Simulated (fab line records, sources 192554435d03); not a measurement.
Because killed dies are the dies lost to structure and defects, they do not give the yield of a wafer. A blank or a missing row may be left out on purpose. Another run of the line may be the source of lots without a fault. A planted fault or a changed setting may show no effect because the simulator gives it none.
Chamber matching    flow n5 finfet    pecvd-01 running N5_BEOL_M7_ILD_DEP_00: 3 sister chambers
The step deposits SiCOH lowk from DEMS/porogen, target thk 179.75 nm, time 33.4 s. 3 wafers are shown with their chamber, then 10 later ones without.

WAFERS, EACH WITH ITS CHAMBER
wafer   chamber  throttle valve pct (%)
L078.1  2        13.0
L085.2  0        13.7
L085.3  1        14.6

WAFERS WITHOUT THEIR CHAMBER
wafer   throttle valve pct (%)
L085.5  13.1
L087.3  14.2
L087.4  13.8
L087.5  14.6
L088.1  13.7
L088.2  13.0
L088.3  14.4
L093.2  13.7
L093.3  13.3
L093.6  13.3

CHAMBER TAKEN BY EACH
wafer   from the rows above      in truth
L085.5  2                        2
L087.3  can't be placed: 1 or 0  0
L087.4  0                        0
L087.5  1                        1
L088.1  0                        0
L088.2  2                        2
L088.3  1                        1
L093.2  0                        0
L093.3  can't be placed: 2 or 0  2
L093.6  can't be placed: 2 or 0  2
Correct placement for 7 of the 10. Cannot be placed on the basis of these rows: 3; the candidates contain the true chamber in 3. 0 placed wrongly.
How it was worked out, from the rows above alone: a wafer's distance from a chamber is the root of the sum, over the readings, of the square of ((its reading less the chamber's mean) divided by the reading's scatter). If the next closest chamber is less than 2 further off than the closest, the wafer can't be placed; otherwise it belongs to the closest. The mean given for a chamber averages the wafers shown for that chamber. The scatter: root of mean squared gap, hidden wafer to nearest shown wafer, with one shown wafer a chamber.
